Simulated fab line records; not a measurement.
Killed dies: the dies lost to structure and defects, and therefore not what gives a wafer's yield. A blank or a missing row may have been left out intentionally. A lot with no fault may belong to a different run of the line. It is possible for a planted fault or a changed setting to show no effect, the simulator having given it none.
fab line records    flow nandHarc
[record] lots = 5  wafers = 15  lastDay = 33
route steps=1302 shown P_ZERO_WELL@44
lots that met no fault: from a run of the same line without faults
startH: the number of hours between the record's first day and the start of the first shown wafer of the lot    waitH: time in hours since the lot's previous step    " repeats the value in the row above    L1.1+2: several wafers, shown together as one row    - no value present, or no start provided    * or withheld: withheld    < > ~ a bound
route shown NAME@n: a module of which the file shows steps, and the number in the route of the first    usual: the fault-free wafers' mean and standard deviation    same: alike in all rows    chamber/n: place in a boat    sites: readings site by site    _std_site: standard deviation of those values    _edge_site: outer sites' mean less inner sites'    radiusMm: how far each site lies from the wafer's centre    mask NAME#n: copy n    behind: the tool/chamber that last shaped the wafer    hold: why the lot was held/for how many hours/how that ended    device: the transistor (n, p or np) that didn't switch    end of line: the same wafers' tests at the end of the route    a step given without rows: its recipe and nothing more    killed: dies that structure and defects cost at the first sort, which is not the same as the wafer's yield    map: the dies of a wafer, with x for killed, . for not killed, _ for no die there
set.NAME: the run value of the setting; set.NAME@STEP: its run value at that earlier step    model.NAME: the simulator's own value behind a step, which no gauge read
a table for each step, a row for each wafer; lots at some steps of the route
services: when a tool's chamber went out of use (startH, in hours from the record's first day, below 0 if earlier), for how many hours, and the reason
[[steps]]
[step NHARC_P_ZERO_WELL_CD_MEAS_37]
[recipe] targetCdNm = 720  landingEnergyEv = 500
[usual] cdNm = 720.2/1.5
lot.wafer  tool      chamber  startH  waitH  cdNm
L710.2     cdSem-02  0        20.13   -      719.0
L710.4     "         0        "       "      717.6
L710.6     "         0        "       "      717.0
L714.1     cdSem-03  0        60.70   -      718.5
L714.2     "         0        "       "      719.3
L714.4     "         0        "       "      718.2
L722.1     cdSem-01  0        139.97  -      722.8
L722.2     "         0        "       "      722.2
L722.6     "         0        "       "      721.7
L727.1     cdSem-03  0        190.10  -      721.5
L727.3     "         0        "       "      722.2
L727.4     "         0        "       "      718.9
L730.2     cdSem-03  0        219.84  -      718.9
L730.5     "         0        "       "      718.8
L730.6     "         0        "       "      719.6
[step NHARC_P_ZERO_WELL_HARDBAKE_38]
[recipe] tempC = 125  timeS = 80
[step NHARC_P_ZERO_WELL_DESCUM_39]
[recipe] timeS = 3  o2FlowSccm = 200  arFlowSccm = 0  biasPowerW = 0  chemistry = O2
[usual] drypumpMotorCurrentA = 5.7/0.44  oesProductAu = 1.001/0.0071  rfVppV = 57.7/0.97  showerheadPlenumPTorr = 1.89/0.1  throttleValvePct = 11.311/0.0089
lot.wafer  tool        chamber  startH  waitH  drypumpMotorCurrentA  oesProductAu  rfHoursCounterH  rfVppV  showerheadPlenumPTorr  throttleValvePct
L710.4     rieDiel-04  1        20.30   -      6.0                   1.011         13               59.4    1.93                   11.290
L710.2     "           2        "       "      5.6                   1.004         7                57.5    1.83                   11.309
L710.6     "           1        "       "      6.0                   1.018         -                57.9    1.93                   11.322
L714.2     rieDiel-05  0        60.86   -      6.3                   0.995         8                55.7    1.81                   11.315
L714.1     "           1        "       "      5.3                   0.999         8                59.1    1.99                   11.311
L714.4     "           3        "       "      5.2                   1.001         10               59.2    2.07                   11.321
L722.2     rieDiel-05  3        140.19  -      5.2                   1.001         31               57.7    2.07                   11.315
L722.1     "           0        "       "      6.3                   0.991         35               56.7    1.80                   11.312
L722.6     "           2        "       "      6.1                   0.988         -                57.7    1.80                   11.304
L727.3     rieDiel-03  2        190.26  -      5.0                   1.006         27               58.6    2.05                   11.313
L727.4     "           3        "       "      6.1                   1.005         29               58.0    1.79                   11.324
L727.1     "           0        "       "      5.2                   1.012         27               56.8    1.86                   11.306
L730.2     rieDiel-04  0        220.06  -      5.9                   0.997         19               57.3    1.77                   11.329
L730.6     "           1        "       "      5.9                   0.992         -                57.9    1.92                   11.312
L730.5     "           0        "       "      5.9                   1.001         -                57.7    1.77                   11.328
[step NHARC_P_ZERO_WELL_IMPLANT_40]
[recipe] energyKev = 300  doseCm2 = 1e+13  tiltDeg = 7
[step NHARC_P_ZERO_WELL_IMPLANT_59]
[recipe] energyKev = 120  doseCm2 = 5e+12  tiltDeg = 7
[step NHARC_P_ZERO_WELL_IMPLANT_60]
[recipe] energyKev = 30  doseCm2 = 2e+12  tiltDeg = 7
[step NHARC_P_ZERO_WELL_STRIP_41]
[recipe] timeS = 840  tempC = 130  chemistry = SPM
[step NHARC_P_ZERO_WELL_DEHYDRATE_44]
[recipe] tempC = 150  timeS = 120
[step NHARC_P_ZERO_WELL_HMDS_45]
[recipe] timeS = 30
[step NHARC_P_ZERO_WELL_COAT_46]
[recipe] spinRpm = withheld
[step NHARC_P_ZERO_WELL_SOFTBAKE_47]
[recipe] tempC = 122  timeS = 95
[step NHARC_P_ZERO_WELL_EBR_48]
[step NHARC_P_ZERO_WELL_EXPOSE_49]
[recipe] na = 0.6  targetCdNm = 2000  doseMj = 22.64  maskId = P_HVPW
[usual] stageVelMmS = 500.00/0.23
lot.wafer  tool           chamber  startH  waitH  mask       stageVelMmS
L710.2     krfScanner-04  0        21.62   -      P_HVPW#0   500.06
L710.4     "              0        "       "      P_HVPW#0   500.40
L710.6     "              0        "       "      P_HVPW#0   500.28
L714.1     krfScanner-03  0        62.18   -      P_NWELL#0  500.23
L714.2     "              0        "       "      P_NWELL#0  500.08
L714.4     "              0        "       "      P_NWELL#0  500.31
L722.1     krfScanner-03  0        141.48  -      P_HVPW#0   500.02
L722.2     "              0        "       "      P_HVPW#0   499.84
L722.6     "              0        "       "      P_HVPW#0   499.95
L727.1     krfScanner-04  0        191.59  -      P_HVPW#0   499.98
L727.3     "              0        "       "      P_HVPW#0   499.94
L727.4     "              0        "       "      P_HVPW#0   499.93
L730.2     krfScanner-03  0        221.25  -      P_HVPW#0   500.06
L730.5     "              0        "       "      P_HVPW#0   499.94
L730.6     "              0        "       "      P_HVPW#0   500.15
[step NHARC_P_ZERO_WELL_PEB_50]
[recipe] pebTempC = 118  pebTimeS = 85
[step NHARC_P_ZERO_WELL_DEVELOP_51]
[recipe] timeS = 70
[step NHARC_P_ZERO_WELL_CD_MEAS_52]
[recipe] targetCdNm = 2000  landingEnergyEv = 500
[usual] cdNm = 1999.6/1.4
lot.wafer  tool      chamber  startH  waitH  cdNm
L710.2     cdSem-01  0        21.77   -      1996.6
L710.4     "         0        "       "      1997.4
L710.6     "         0        "       "      1998.2
L714.1     cdSem-03  0        62.34   -      -
L714.2     "         0        "       "      -
L714.4     "         0        "       "      -
L722.1     cdSem-02  0        141.63  -      2002.5
L722.2     "         0        "       "      2001.3
L722.6     "         0        "       "      2001.7
L727.1     cdSem-01  0        191.75  -      1998.8
L727.3     "         0        "       "      1999.5
L727.4     "         0        "       "      2000.4
L730.2     cdSem-01  0        221.40  -      2000.8
L730.5     "         0        "       "      1998.9
L730.6     "         0        "       "      2000.7
[step NHARC_P_ZERO_WELL_HARDBAKE_53]
[recipe] tempC = 125  timeS = 80
[[services]]
tool           chamber  startH  hours  kind
rieDiel-05     0        0.45    3.9    repair
rieDiel-04     2        4.86    3.8    repair
rieDiel-05     0        8.06    -      clean
rieDiel-04     -        16.11   0.1    repair
krfScanner-03  -        28.00   4.0    pm
rieDiel-05     -        28.60   9.0    pm
rieDiel-03     3        41.98   7.6    repair
krfScanner-04  -        46.83   0.2    repair
rieDiel-05     3        61.87   12.4   repair
rieDiel-03     -        80.37   9.0    pm
krfScanner-04  -        95.24   0.2    repair
rieDiel-05     3        108.71  6.1    repair
rieDiel-05     1        119.66  7.0    repair
krfScanner-04  -        127.05  2.4    repair
krfScanner-03  0        130.25  -      calibration
rieDiel-04     -        154.16  9.0    pm
krfScanner-04  -        155.32  3.2    repair
krfScanner-04  -        158.54  4.0    pm
rieDiel-05     1        164.73  3.1    repair
rieDiel-04     1        198.23  12.1   repair
krfScanner-03  -        200.00  4.0    pm
rieDiel-03     2        205.24  9.5    repair
rieDiel-05     -        205.60  9.0    pm
rieDiel-04     2        217.82  8.8    repair
[[key]]
[firstSign] step = NHARC_P_ZERO_WELL_EXPOSE_49  reading = mask  direction = changed
[effect] step = NHARC_P_ZERO_WELL_CD_MEAS_52  reading = cdNm  direction = missing
metAt NHARC_P_ZERO_WELL_EXPOSE_49
struckWafers L714.1,L714.2,L714.4
laterRowsLeftOut L714.1,L714.2,L714.4
sortLeftOut L714.1,L714.2,L714.4
testerLeftOut L714
[fault] kind = wrongMask  tool = any  chamber = -  onsetH = 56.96  steps = NHARC_P_ZERO_WELL_EXPOSE_49  auxCopy = P_NWELL#0  scope = struckLotsOnly
// testerLeftOut: of these lots the tester's yield and bins aren't shown, on N5 and GAA mostly nor the transistor test; their killed dies are dies lost to structure and defects alone, not to doping, threshold or leakage, so they don't give the yield
// sortLeftOut: the simulated sort isn't trusted on such a fault, so these wafers' sort isn't shown, and their yield isn't known
// laterRowsLeftOut: the simulator's readings of these wafers behind a module that went badly wrong aren't trusted and aren't shown, but for the sort
